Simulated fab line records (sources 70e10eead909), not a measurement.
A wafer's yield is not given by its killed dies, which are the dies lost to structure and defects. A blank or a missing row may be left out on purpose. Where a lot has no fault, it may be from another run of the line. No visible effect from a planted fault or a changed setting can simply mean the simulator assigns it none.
Chamber matching | flow nand harc | NHARC_A_WL_FILL_STRIP_29 on rie diel-11 has 4 sister chambers
The step strips in O2, time 20 s. 16 wafers are shown with their chamber, then 8 later ones without.

WAFERS PAIRED WITH THEIR CHAMBERS
wafer  | chamber | drypump motor current A (A) | oes product au (a.u.) | chamber pressure mTorr (mTorr)
L074.3 | 3       | 5.8                         | 0.999                 | 59.99
L074.4 | 2       | 5.4                         | 0.990                 | 60.04
L074.5 | 2       | 5.4                         | 0.994                 | 60.01
L081.1 | 1       | 4.9                         | 1.018                 | 60.00
L081.2 | 3       | 5.8                         | 1.019                 | 59.92
L081.4 | 0       | 5.0                         | 1.006                 | 60.01
L082.1 | 0       | 5.0                         | 0.998                 | 59.95
L082.4 | 2       | 5.4                         | 0.998                 | 60.02
L082.5 | 0       | 5.1                         | 1.008                 | 59.99
L087.1 | 3       | 5.8                         | 1.006                 | 59.90
L087.2 | 0       | 5.0                         | 0.994                 | 60.05
L087.4 | 2       | 5.4                         | 0.998                 | 59.98
L088.3 | 2       | 5.4                         | 0.996                 | 60.06
L088.4 | 3       | 5.7                         | 1.011                 | 60.02
L088.5 | 2       | 5.4                         | 1.003                 | 60.00
L089.2 | 3       | 5.8                         | 1.018                 | 59.94

SIGNATURES, as means of the wafers listed above
reading                 | chamber 0 | chamber 1 | chamber 2 | chamber 3 | scatter within a chamber
drypump motor current A | 5.025     | 4.900     | 5.400     | 5.780     | 0.0359
oes product au          | 1.00150   | 1.01800   | 0.99650   | 1.01060   | 0.0065
chamber pressure mTorr  | 60.0000   | 60.0000   | 60.0183   | 59.9540   | 0.04
Rule: a wafer's distance from a chamber is the root of the sum, over the readings, of the square of ((its reading less the chamber's mean) divided by the reading's scatter). The wafer belongs to the nearest chamber; if the next one is less than 2 further off, it can't be placed. How the scatter is found: for the shown wafers, subtract from each reading the mean of its chamber, square and add these, divide the total by (wafers less chambers), then take the root.

WAFERS MISSING THEIR CHAMBER
wafer  | drypump motor current A (A) | oes product au (a.u.) | chamber pressure mTorr (mTorr)
L089.4 | 5.0                         | 1.012                 | 60.01
L089.6 | 5.4                         | 1.007                 | 59.96
L094.1 | 5.8                         | 1.000                 | 60.01
L094.3 | 4.9                         | 1.016                 | 59.93
L094.6 | 5.8                         | 1.001                 | 60.08
L097.3 | 4.9                         | 1.007                 | 59.95
L097.4 | 5.8                         | 1.014                 | 59.99
L097.5 | 5.8                         | 1.008                 | 59.97

WHICH CHAMBER EACH ONE RAN IN
wafer  | from the rows above     | in truth
L089.4 | can't be placed: 0 or 1 | 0
L089.6 | 2                       | 2
L094.1 | 3                       | 3
L094.3 | 1                       | 1
L094.6 | 3                       | 3
L097.3 | can't be placed: 1 or 0 | 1
L097.4 | 3                       | 3
L097.5 | 3                       | 3
Correctly placed: 6 of 8. Cannot be placed on the basis of these rows: 2; the candidates contain the true chamber in 2. Wrongly placed: 0.
